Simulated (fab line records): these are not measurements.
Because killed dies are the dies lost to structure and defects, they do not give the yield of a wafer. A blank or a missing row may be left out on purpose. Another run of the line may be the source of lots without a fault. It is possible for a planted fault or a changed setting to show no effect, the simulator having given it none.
Chamber matching :: flow n5_finfet :: 4 sister chambers for N5_DUMMY_GATE_TRIM_49 on rie_si-06
The step chemistry O2, time 29 s, target cd 14 nm. 16 wafers are shown with their chamber, then 8 later ones without.

== WAFERS, EACH WITH ITS CHAMBER ==
wafer: L074.1
chamber: 2
drypump_motor_current_A (A): 5.8
throttle_valve_pct (%): 8.28
he_backside_leak_sccm (sccm): 3.3

wafer: L074.3
chamber: 0
drypump_motor_current_A (A): 6.6
throttle_valve_pct (%): 8.47
he_backside_leak_sccm (sccm): 2.3

wafer: L074.5
chamber: 2
drypump_motor_current_A (A): 5.8
throttle_valve_pct (%): 8.26
he_backside_leak_sccm (sccm): 3.4

wafer: L075.2
chamber: 3
drypump_motor_current_A (A): 5.2
throttle_valve_pct (%): 8.02
he_backside_leak_sccm (sccm): 3.1

wafer: L075.4
chamber: 2
drypump_motor_current_A (A): 5.8
throttle_valve_pct (%): 8.29
he_backside_leak_sccm (sccm): 3.3

wafer: L075.6
chamber: 3
drypump_motor_current_A (A): 5.3
throttle_valve_pct (%): 8.04
he_backside_leak_sccm (sccm): 3.1

wafer: L077.1
chamber: 1
drypump_motor_current_A (A): 6.7
throttle_valve_pct (%): 8.38
he_backside_leak_sccm (sccm): 2.4

wafer: L077.2
chamber: 0
drypump_motor_current_A (A): 6.6
throttle_valve_pct (%): 8.48
he_backside_leak_sccm (sccm): 2.5

wafer: L077.6
chamber: 2
drypump_motor_current_A (A): 5.8
throttle_valve_pct (%): 8.29
he_backside_leak_sccm (sccm): 3.3

wafer: L082.1
chamber: 2
drypump_motor_current_A (A): 5.8
throttle_valve_pct (%): 8.27
he_backside_leak_sccm (sccm): 3.2

wafer: L082.3
chamber: 0
drypump_motor_current_A (A): 6.6
throttle_valve_pct (%): 8.48
he_backside_leak_sccm (sccm): 2.5

wafer: L082.5
chamber: 3
drypump_motor_current_A (A): 5.3
throttle_valve_pct (%): 8.05
he_backside_leak_sccm (sccm): 3.0

wafer: L083.1
chamber: 3
drypump_motor_current_A (A): 5.3
throttle_valve_pct (%): 8.04
he_backside_leak_sccm (sccm): 2.9

wafer: L083.2
chamber: 0
drypump_motor_current_A (A): 6.6
throttle_valve_pct (%): 8.50
he_backside_leak_sccm (sccm): 2.4

wafer: L083.5
chamber: 0
drypump_motor_current_A (A): 6.6
throttle_valve_pct (%): 8.49
he_backside_leak_sccm (sccm): 2.4

wafer: L086.1
chamber: 3
drypump_motor_current_A (A): 5.2
throttle_valve_pct (%): 8.02
he_backside_leak_sccm (sccm): 3.0

SIGNATURES (means of the wafers above)
reading: drypump_motor_current_A
chamber 0: 6.600
chamber 1: 6.700
chamber 2: 5.800
chamber 3: 5.260
scatter within a chamber: 0.0316

reading: throttle_valve_pct
chamber 0: 8.4840
chamber 1: 8.3800
chamber 2: 8.2780
chamber 3: 8.0340
scatter within a chamber: 0.0126

reading: he_backside_leak_sccm
chamber 0: 2.420
chamber 1: 2.400
chamber 2: 3.300
chamber 3: 3.020
scatter within a chamber: 0.0796
Rule: distance of a wafer from a chamber = root of the sum over the readings of ((wafer's reading minus chamber's mean) / reading's scatter) squared. The wafer belongs to the nearest chamber; if the next one is less than 2 further off, it can't be placed. The scatter is the square root of a quotient: the sum, over the shown wafers, of each reading's squared deviation from its chamber's mean, divided by wafers minus chambers.

== WAFERS WITHOUT THEIR CHAMBER ==
wafer: L086.3
drypump_motor_current_A (A): 6.6
throttle_valve_pct (%): 8.48
he_backside_leak_sccm (sccm): 2.3

wafer: L086.5
drypump_motor_current_A (A): 5.8
throttle_valve_pct (%): 8.28
he_backside_leak_sccm (sccm): 3.4

wafer: L087.1
drypump_motor_current_A (A): 5.8
throttle_valve_pct (%): 8.28
he_backside_leak_sccm (sccm): 3.2

wafer: L087.2
drypump_motor_current_A (A): 5.3
throttle_valve_pct (%): 8.02
he_backside_leak_sccm (sccm): 3.1

wafer: L087.3
drypump_motor_current_A (A): 6.7
throttle_valve_pct (%): 8.35
he_backside_leak_sccm (sccm): 2.5

wafer: L097.1
drypump_motor_current_A (A): 6.6
throttle_valve_pct (%): 8.48
he_backside_leak_sccm (sccm): 2.4

wafer: L097.3
drypump_motor_current_A (A): 5.8
throttle_valve_pct (%): 8.29
he_backside_leak_sccm (sccm): 3.5

wafer: L097.6
drypump_motor_current_A (A): 5.8
throttle_valve_pct (%): 8.29
he_backside_leak_sccm (sccm): 3.4

== EACH ONE'S CHAMBER ==
wafer: L086.3
from the rows above: 0
in truth: 0

wafer: L086.5
from the rows above: 2
in truth: 2

wafer: L087.1
from the rows above: 2
in truth: 2

wafer: L087.2
from the rows above: 3
in truth: 3

wafer: L087.3
from the rows above: 1
in truth: 1

wafer: L097.1
from the rows above: 0
in truth: 0

wafer: L097.3
from the rows above: 2
in truth: 2

wafer: L097.6
from the rows above: 2
in truth: 2
8 of 8 placed correctly. Not placeable from these rows: 0. Placed wrongly: 0.
